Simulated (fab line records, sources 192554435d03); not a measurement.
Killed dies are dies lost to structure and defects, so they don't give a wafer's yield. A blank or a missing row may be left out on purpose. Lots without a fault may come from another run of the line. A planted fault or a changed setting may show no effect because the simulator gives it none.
One fault seen from 2 desks | flow n5_finfet | each desk has only its own numbers; what lay behind them comes last

THE METROLOGY DESK
What the gauges read, lot by lot, whatever tool the lot ran on: means of the sampled wafers that have a number. A lot is out of limits, marked OUT, if its mean lies more than 4 standard deviations from the usual mean; the brackets give that distance.
Columns: A = M5_THK at N5_BEOL_M5_THK_MEAS_53, usual 61.7 nm; B = M5_RS at N5_BEOL_M5_RS_MEAS_57, usual 0.385 ohm/sq
lot  | first seen here | A    | B
L218 | day 9 05:14     | 58.8 | 0.411
L219 | day 9 12:25     | 63.1 | 0.377
L222 | day 10 06:56    | 62.3 | 0.374
L224 | day 10 22:59    | 61.2 | 0.392
L227 | day 11 12:43    | 61.2 | 0.389
L232 | day 12 15:10    | 61.2 | 0.393
L234 | day 13 08:18    | 59.8 | 0.402
This desk's finding: nothing out of limits on any of the 7 lots.

THE TOOL OWNER'S DESK: pecvd-04
The tool's own readings at N5_BEOL_M5_DEP_56 (deposits SiCN from 3MS/NH3, target thk 8 nm, time 14 s): means of the sampled wafers that have a number, for each lot that ran on this tool. A lot is out of limits, marked OUT, if its mean lies more than 4 standard deviations from the usual mean; the brackets give that distance.
Columns: A = showerhead_plenum_p_Torr at N5_BEOL_M5_DEP_56, usual 3.654 Torr; B = throttle_valve_pct at N5_BEOL_M5_DEP_56, usual 9.1 %
lot  | first seen here | A     | B
L219 | day 9 12:37     | 3.649 | 8.9
L222 | day 10 07:08    | 3.657 | 9.0
L224 | day 10 23:11    | 3.666 | 8.9
L227 | day 11 12:55    | 3.657 | 8.8
This desk's finding: nothing out of limits on any of the 4 lots.

PUT TOGETHER
The metrology desk saw nothing out of limits.
The tool owner's desk saw nothing out of limits.

WHAT THE SIMULATOR HAD PUT IN
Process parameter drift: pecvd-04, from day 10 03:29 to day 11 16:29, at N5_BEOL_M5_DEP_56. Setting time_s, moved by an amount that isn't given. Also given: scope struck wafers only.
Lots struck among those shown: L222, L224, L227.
